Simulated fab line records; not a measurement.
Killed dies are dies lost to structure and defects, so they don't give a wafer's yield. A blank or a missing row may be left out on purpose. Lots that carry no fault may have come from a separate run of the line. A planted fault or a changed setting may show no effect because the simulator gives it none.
A struck lot beside a sound one    flow n5-finfet    14 steps out of a route of 1938
Sound: these wafers, L848.1, L848.2, L848.3. Wafers L855.1, L855.3, L855.6 were the ones struck. The cause comes at the end.
At each step with rows: each side's tool, then ch and its chambers, then its first start. Under that, the readings that differ: sound wafers    struck wafers    difference of the means    sigmas: that difference in standard deviations of wafers without a fault.
alike: words and numbers the same on both sides, and readings whose means are apart by under 2 such deviations; not compared: readings that were withheld, readings missing a value for some wafer, numbers with overlapping values and no deviation given by the record, and bounds like >300 which may hide the same value.
Wherever a step has rows on one side only, a row that says differs or no value, or a row with sigmas, the two part there. Numbers that have no deviation but don't overlap get no sigmas and don't part them. Lack of a reading on every wafer of one side parts them only where that side has two or more wafers.

N5_MOL_CONTACT_COAG_PRE_CLEAN_141: time 60 s.
  sound: pvd-sputter-02 at day 5 18:43; struck: pvd-sputter-02 at day 7 15:03
  alike: heater-power-w
N5_MOL_CONTACT_COAG_SPUTTER_143: material Co, target thk 2.5 nm.
  sound: pvd-sputter-02 at day 5 18:47; struck: pvd-sputter-02 at day 7 15:07
  alike: throttle-valve-pct
then, 1 step without rows for these wafers: N5_MOL_CONTACT_COAG_CO_FILL_22 (material Co, precursor CCTBA/H2, target thk 20 nm).
N5_MOL_CONTACT_COAG_ANNEAL_113: time 300 s.
  sound on rtp-anneal-01 ch 0, day 5 19:34; struck on rtp-anneal-01 ch 0, day 7 15:51
  alike: lamp-power-pct, lamp_zone_4_pct, wafer_temp_C_max
N5_MOL_CONTACT_COAG_PRE_CLEAN_142: time 60 s.
  sound: pvd-sputter-03 at day 5 20:32; struck: pvd-sputter-02 at day 7 18:51
  alike: heater-power-w
then, 5 steps without rows for these wafers: N5_MOL_CONTACT_COAG_SPUTTER_130 (material Co, target thk 47.5 nm); N5_MOL_CONTACT_COAG_PRECLEAN_125 (cleans in DIW, time 57.5 s); N5_MOL_CONTACT_COAG_SRD_126 (dry time 32 s); N5_MOL_CONTACT_COAG_CMP_23 (polishes, stops on SiO2, t overpolish 1.5 s, target thk 0 nm); N5_MOL_CONTACT_COAG_WET_ETCH_26 (target Co, target depth 13 nm).
N5_MOL_CONTACT_COAG_WET_ETCH_116: etches the open film in SC1-inhibited, target depth 4.6 nm, rinse time 30 s.
  sound on wet-bench-05 ch 1,5,6, day 5 21:17; struck on wet-bench-03 ch 0,3,7, day 7 19:35
  no value came back on the struck wafers for rinse-temp-c (C), rinse-time-s (s); on the sound wafers rinse-temp-c (C) reads 22.77 23.00 23.10
N5_MOL_CONTACT_COAG_ALD_27: deposits SiOC, target thk 17 nm, pulse time 1.5 s, time 2720 s.
  sound on ald-sin-01 ch 1,2,3, day 5 21:36; struck on ald-sin-02 ch 1,2,3, day 7 19:55
  alike: heater-power-w, precursor-pulse-height-rel
N5_BEOL_M4_RC_MEAS_101:
  the record has rows for the sound wafers here (prober-02 ch 0, day 8 23:53) and none for the struck ones
-- a jump in the record: the struck wafers' starts before and after are 7 days apart (it breaks off in module BEOL_M4 and resumes in module PASSIVATION, where the first step shown is number 1936 of the route) --
N5_PASSIVATION_PROBE_49:
  rows exist in the record for the struck wafers here (prober-02, day 15 05:36), but not for the sound ones

## WHERE THEY PART
Last at N5_PASSIVATION_PROBE_49 as far as this record goes, first at N5_MOL_CONTACT_COAG_WET_ETCH_116.

WHY: whatever the simulator had introduced
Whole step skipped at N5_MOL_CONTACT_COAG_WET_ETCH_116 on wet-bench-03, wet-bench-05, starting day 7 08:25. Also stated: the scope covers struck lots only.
